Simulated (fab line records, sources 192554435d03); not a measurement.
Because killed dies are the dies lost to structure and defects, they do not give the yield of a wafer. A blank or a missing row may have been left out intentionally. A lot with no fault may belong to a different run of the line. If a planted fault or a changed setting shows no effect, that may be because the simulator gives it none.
Which tool did it? -- flow n5-finfet -- 36 wafers sampled from 12 lots at 1 step of a route of 1938

## WHAT THE GAUGES READ, wafer by wafer
N5_GATE_CUT_THK_MEAS_24.
lot,measured,on,GC_FILL_THK (nm)
L075,day 5 01:45,film-metro-01,221.4 221.0 224.5
L077,day 5 16:12,film-metro-01,218.8 218.6 221.9
L078,day 6 00:28,film-metro-02,216.2 217.9 218.6
L081,day 6 13:23,film-metro-01,218.7 221.8 222.0
L083,day 7 02:46,film-metro-02,217.4 222.1 219.8
L085,day 7 11:34,film-metro-02,215.6 219.8 218.9
L087,day 8 00:01,film-metro-02,218.9 219.4 220.3
L089,day 8 11:16,film-metro-01,218.3 220.5 220.7
L091,day 8 18:16,film-metro-02,219.9 221.3 223.2
L093,day 9 08:05,film-metro-01,218.7 222.3 221.2
L095,day 10 12:24,film-metro-02,218.0 219.4 221.8
L097,day 11 08:31,film-metro-01,215.7 216.3 219.3

## WHICH TOOL RAN EACH LOT (tool, then ch and the chambers of the sampled wafers, then the start)
The record shows no process step preceding these readings.

## THE ANSWER, worked out from the rows above alone
Rule: the lots themselves supply what counts as usual. The widest of any qualifying gaps counts: lots, ordered by their means at a reading, are off when they make up no more than a third of the lots, leave a main group of 4 or more, and stand apart from it by 3 or more times the standard deviation of that group's means. A main group whose means are all the same, to the digits that the tables above print for the reading, isn't used. Also off: a lot with no number at a reading for which 4 or more lots have one. All remaining lots with rows at the step are treated as sound.
Nothing can be told from this: no lot is off at any reading shown.

## WHAT THE SIMULATOR HAD INSERTED
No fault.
